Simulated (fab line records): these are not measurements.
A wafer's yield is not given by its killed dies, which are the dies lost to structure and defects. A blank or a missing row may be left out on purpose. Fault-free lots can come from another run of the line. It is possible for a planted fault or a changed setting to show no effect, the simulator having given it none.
What tool caused it? ; flow nand harc ; 33 wafers from 11 lots sampled at 5 of the route's 1159 steps

## WHAT THE GAUGES READ, wafer by wafer
NHARC_THIN_TSV_THK_MEAS_02: measures by ir. Usual: thk nm at 2957 nm, with a standard deviation of 210.
lot;measured;on;thk nm (nm);flag
L973;day 21 14:23;film metro-01;3248 3155 3037;
L974;day 21 13:11;film metro-02;2535 2626 2536;
L975;day 21 15:37;film metro-01;2894 2914 3300;
L976;day 21 16:46;film metro-01;2807 2535 3091;
L977;day 21 19:10;film metro-01;2677 2708 2644;
L979;day 21 21:33;film metro-02;2791 2700 2584;
L980;day 21 20:20;film metro-02;3367 3044 3047;
L981;day 22 01:10;film metro-01;3230 3484 3247;
L982;day 22 02:22;film metro-01;3108 3134 3170;
L995;day 23 21:11;film metro-01;2934 3065 2976;
L996;day 24 13:08;film metro-02;3183 2823 3015;

NHARC_END_SORT_01. Usual: killed at array 26, standard deviation 11; killed at other 0.4, standard deviation 0.78; killed at periphery 3.4, standard deviation 2.4; killed dies 29, standard deviation 11; killed open 3.1, standard deviation 1.9; killed short 1.9, standard deviation 1.4.
lot;measured;on;killed at array;killed at other;killed at periphery;killed dies;killed open;killed short;flag
L973;day 22 17:01;prober-02;27 17 27;0 0 0;3 2 2;30 19 29;4 3 4;2 2 3;
L979;day 23 17:24;prober-02;12 21 14;1 0 0;2 2 85;15 23 99;1 3 1;0 2 1;OFF
L980;day 23 08:41;prober-02;28 39 18;0 0 0;2 0 85;30 39 103;3 5 1;3 1 0;OFF
L981;day 24 00:25;prober-02;43 25 45;0 0 1;1 93 11;44 118 57;6 2 3;0 1 2;OFF
L982;day 24 08:08;prober-02;15 14 10;0 0 1;86 3 91;101 17 102;2 4 1;4 1 0;OFF

## WHICH TOOL RAN EACH LOT (tool, then ch and the chambers of the sampled wafers, then the start)
lot;NHARC_P_STI_HDPCVD_20;NHARC_A_BONDPAD_PRE_CLEAN_26;NHARC_THIN_TSV_PVD_51
L973;hdpcvd-01 ch 0,1, day 3 00:36;pvd sputter-01, day 21 14:23 or earlier;pvd sputter-02, day 22 17:01 or earlier
L974;hdpcvd-01 ch 0,1, day 3 01:06;pvd sputter-02, day 21 13:11 or earlier;pvd sputter-02, no start
L975;hdpcvd-01 ch 0, day 3 15:28;pvd sputter-02, day 21 15:37 or earlier;pvd sputter-02, no start
L976;hdpcvd-01 ch 0,1, day 3 15:57;pvd sputter-01, day 21 16:46 or earlier;pvd sputter-02, no start
L977;hdpcvd-01 ch 0,1, day 3 20:48;pvd sputter-02, day 21 19:10 or earlier;pvd sputter-02, no start
L979;hdpcvd-01 ch 0,1, day 4 08:30;pvd sputter-02, day 21 21:33 or earlier;pvd sputter-02, day 23 17:24 or earlier
L980;hdpcvd-01 ch 0,1, day 4 14:37;pvd sputter-03, day 21 20:20 or earlier;pvd sputter-02, day 23 08:41 or earlier
L981;hdpcvd-01 ch 0,1, day 4 20:52;pvd sputter-02, day 22 01:10 or earlier;pvd sputter-03, day 24 00:25 or earlier
L982;hdpcvd-01 ch 0,1, day 5 04:19;pvd sputter-03, day 22 02:22 or earlier;pvd sputter-03, day 24 08:08 or earlier
L995;hdpcvd-01 ch 0,1, day 8 10:42;pvd sputter-02, day 23 21:11 or earlier;pvd sputter-01, no start
L996;hdpcvd-01 ch 0,1, day 8 14:34;pvd sputter-02, day 24 13:08 or earlier;pvd sputter-01, no start
- NHARC_P_STI_HDPCVD_20: deposits SiO2.
- NHARC_A_BONDPAD_PRE_CLEAN_26: time 30 s.
- NHARC_THIN_TSV_PVD_51: deposits Cu, target thk 100 nm.

## WHAT THE TOOLS THEMSELVES READ (means of the sampled wafers that have a number; where no wafer has one, the mark that the record gives instead)
NHARC_A_BONDPAD_PRE_CLEAN_26. Usual: heater power w at 401 W, with a standard deviation of 45.
lot;tool;heater power w (W);flag
L973;pvd sputter-01;440;
L974;pvd sputter-02;387;
L975;pvd sputter-02;399;
L976;pvd sputter-01;441;
L977;pvd sputter-02;416;
L979;pvd sputter-02;438;
L980;pvd sputter-03;377;
L981;pvd sputter-02;400;
L982;pvd sputter-03;339;
L995;pvd sputter-02;392;
L996;pvd sputter-02;415;

NHARC_THIN_TSV_PVD_51. Usual: throttle valve pct at 30.0 %, with a standard deviation of 1.
lot;tool;throttle valve pct (%);flag
L973;pvd sputter-02;30.6;
L974;pvd sputter-02;29.6;
L975;pvd sputter-02;30.2;
L976;pvd sputter-02;30.3;
L977;pvd sputter-02;29.9;
L979;pvd sputter-02;30.4;
L980;pvd sputter-02;31.0;
L981;pvd sputter-03;29.1;
L982;pvd sputter-03;29.3;
L995;pvd sputter-01;30.4;
L996;pvd sputter-01;30.2;

## THE ANSWER, worked out from the rows above alone
Rule: a lot is off if the mean of its wafers that have a number lies more than 3 standard deviations from the usual mean. Also off: a lot with no number at a reading for which 4 or more lots have one. Where the step has rows for the other lots, those lots are counted as sound. First the gauges in route order, then the tools' own readings, where a lot's mean is used as printed above. The first step at which some lot is off is used, and at that step the reading that is off furthest; a lot without a number counts as furthest.
Off: L979, L980, L981, L982 (NHARC_END_SORT_01, killed at periphery). Neither off nor sound, because the step has no rows for them: L974, L975, L976, L977, L995, L996.
If a tool, at a process step before that reading, ran all the lots that are off and no sound lot after the first of them, it fits. Those tools and the gauges at NHARC_END_SORT_01 are tried in the same way. NHARC_A_BONDPAD_PRE_CLEAN_26 gives no start for some lots, so the hours and the order of its lots are those of NHARC_THIN_TSV_THK_MEAS_02. NHARC_THIN_TSV_PVD_51 gives no start for some lots, so the hours and the order of its lots are those of NHARC_END_SORT_01. Can't be told from this: 2 tools fit, hdpcvd-01 at NHARC_P_STI_HDPCVD_20, prober-02 at NHARC_END_SORT_01.

## WHAT THE SIMULATOR HAD INSERTED
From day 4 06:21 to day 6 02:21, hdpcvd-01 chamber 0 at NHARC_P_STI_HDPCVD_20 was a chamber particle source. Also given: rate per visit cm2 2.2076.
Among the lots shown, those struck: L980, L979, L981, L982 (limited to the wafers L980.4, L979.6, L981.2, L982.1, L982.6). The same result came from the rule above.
